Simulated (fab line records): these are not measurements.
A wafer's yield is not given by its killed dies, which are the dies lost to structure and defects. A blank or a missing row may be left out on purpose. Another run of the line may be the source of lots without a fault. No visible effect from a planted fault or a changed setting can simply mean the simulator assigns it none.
Split-lot trial    flow n5-finfet    route with 1938 steps; 7 lots, 21 wafers read

== SPLIT DETAILS ==
At N5_BEOL_M1_HM_DEP_02 (deposits TiN, target thk 20 nm), the setting target-thk-a was moved away from the recipe's 200 angstrom on 8 of the 21 wafers read, by -12.3% to +9.9%. The other wafers ran this setting at the recipe's value.

== FROM THE SPLIT TO THE READING: what the file shows between them, 10 steps ==
- N5_BEOL_M1_COAT_61: time 60 s, resist thk 60 nm (also split here: spin-rpm)
- N5_BEOL_M1_COAT_62: time 60 s, resist thk 12 nm
- N5_BEOL_M1_COAT_73: time 60 s, resist thk 5 nm
- N5_BEOL_M1_ETCH_74: etches underlayer in N2/H2, target depth 6.5 nm, time 5.2 s
- N5_BEOL_M1_ETCH_63: etches SiARC in CF4, target depth 15.6 nm, time 26 s
- N5_BEOL_M1_ETCH_64: etches SOC in N2/H2, target depth 75 nm, overetch 15 nm, time 112.5 s
- N5_BEOL_M1_STRIP_65: strips in N2/H2
- N5_BEOL_M1_STRIP_75: strips in N2/H2
- N5_BEOL_M1_STRIP_66: strips in CF4
- N5_BEOL_M1_HM_OPEN_17: chemistry Cl2/BCl3, target TiN, target depth 20 nm, overetch 6 nm

== THE READING ==
TiN_of_BEOL_M1_HM_DEP_02.thk-nm (the simulator's own value, which no gauge read), in nm, at N5_BEOL_M1_TRENCH_ETCH_37 (etches SiOC in C4F6/O2, target depth 55.207 nm, time 29 s). The file does not state a usual value for it. Here, 13 wafers ran the recipe; their average is 17.5 nm with a standard deviation of 0.38 nm.

wafer   tool, chamber at the split  target-thk-a as run, angstrom  against the recipe  TiN_of_BEOL_M1_HM_DEP_02.thk-nm, nm  against lot-mates on the recipe
L078.1  pvd-sputter-03, -           200                            recipe              17.6                                 -
L078.6  pvd-sputter-03, -           200                            recipe              17.6                                 -
L078.2  pvd-sputter-03, -           200                            recipe              17.4                                 -
L079.2  pvd-sputter-03, -           219.8                          +9.9%               19.2                                 +2.6
L079.5  pvd-sputter-03, -           200                            recipe              16.6                                 -
L079.6  pvd-sputter-03, -           219.8                          +9.9%               19.2                                 +2.6
L077.2  pvd-sputter-02, -           187.5                          -6.2%               16.4                                 -1.3
L077.3  pvd-sputter-02, -           200                            recipe              17.6                                 -
L077.4  pvd-sputter-02, -           200                            recipe              17.8                                 -
L080.3  pvd-sputter-02, -           200                            recipe              17.8                                 -
L080.4  pvd-sputter-02, -           200                            recipe              17.6                                 -
L080.5  pvd-sputter-02, -           200                            recipe              17.4                                 -
L083.2  pvd-sputter-03, -           200                            recipe              17.6                                 -
L083.3  pvd-sputter-03, -           216.5                          +8.3%               19.4                                 +2.2
L083.5  pvd-sputter-03, -           200                            recipe              16.8                                 -
L084.1  pvd-sputter-01, -           175.4                          -12.3%              15.2                                 -2.8
L084.2  pvd-sputter-01, -           200                            recipe              18                                   -
L084.4  pvd-sputter-01, -           175.4                          -12.3%              16                                   -2.0
L085.2  pvd-sputter-02, -           200                            recipe              17.8                                 -
L085.5  pvd-sputter-02, -           192.9                          -3.5%               16.8                                 -1.0
L085.6  pvd-sputter-02, -           192.9                          -3.5%               16.6                                 -1.2

THE FIT
A straight line over all 21 wafers: TiN_of_BEOL_M1_HM_DEP_02.thk-nm changes by +0.173 nm for each +1% of target-thk-a; r = +0.94; the points scatter about the line by 0.37 nm.
The same after taking each lot's own level away (the mean of its wafers on the recipe; 21 wafers): +0.23 nm for each +1%; r = +0.98; scatter 0.29 nm.
That fit puts the effect of the largest move of target-thk-a on the reading at 2.8 nm.
From 16.60 to 18.00 nm: that is the span of the lots' own levels, equal to 3.7 times the standard deviation above.
Thus the slope moves with the lot-to-lot level: the two fits are different.
Check: for one of the wafers moved furthest among these (-12.3%), held out of the fit, the line's prediction against its lot-mates is -2.75 nm. It came out at -2.8 nm against them.

== ADDITIONAL SPLITS CARRIED BY THESE WAFERS ==
Other splits were also applied to these wafers ahead of the reading. Each is held against what the fit with the lots' levels taken away leaves over:
other split on the same wafers           wafers away from the commonest value  r with TiN_of_BEOL_M1_HM_DEP_02.thk-nm (lot level and that fit taken away)
N5_BEOL_M0_SAQP_ETCH_106 target-depth-a  5                                     +0.21
N5_BEOL_M1_COAT_61 spin-rpm              6                                     +0.11

== THE WHOLE CHAIN: every reading that the file lists as answering this split, in the file's order ==
step                       what it does                                                       reading                                                                           change (the file's fit)                r (the file's)
N5_BEOL_M1_HM_DEP_02       deposits TiN, target thk 20 nm                                     TiN_of_BEOL_M1_HM_DEP_02.thk-nm (the simulator's own value, which no gauge read)  +0.248 nm for each +1% of the setting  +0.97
N5_BEOL_M1_HM_OPEN_17      chemistry Cl2/BCl3, target TiN, target depth 20 nm, overetch 6 nm  etch.depth-nm (the simulator's own value, which no gauge read)                    +0.239 nm for each +1% of the setting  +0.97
N5_BEOL_M1_TRENCH_ETCH_37  etches SiOC in C4F6/O2, target depth 55.207 nm, time 29 s          TiN_of_BEOL_M1_HM_DEP_02.thk-nm (the simulator's own value, which no gauge read)  +0.232 nm for each +1% of the setting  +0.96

== THE FILE'S OWN FIT ==
TiN_of_BEOL_M1_HM_DEP_02.thk-nm changes by +0.232 nm for each +1% of target-thk-a, r = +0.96.
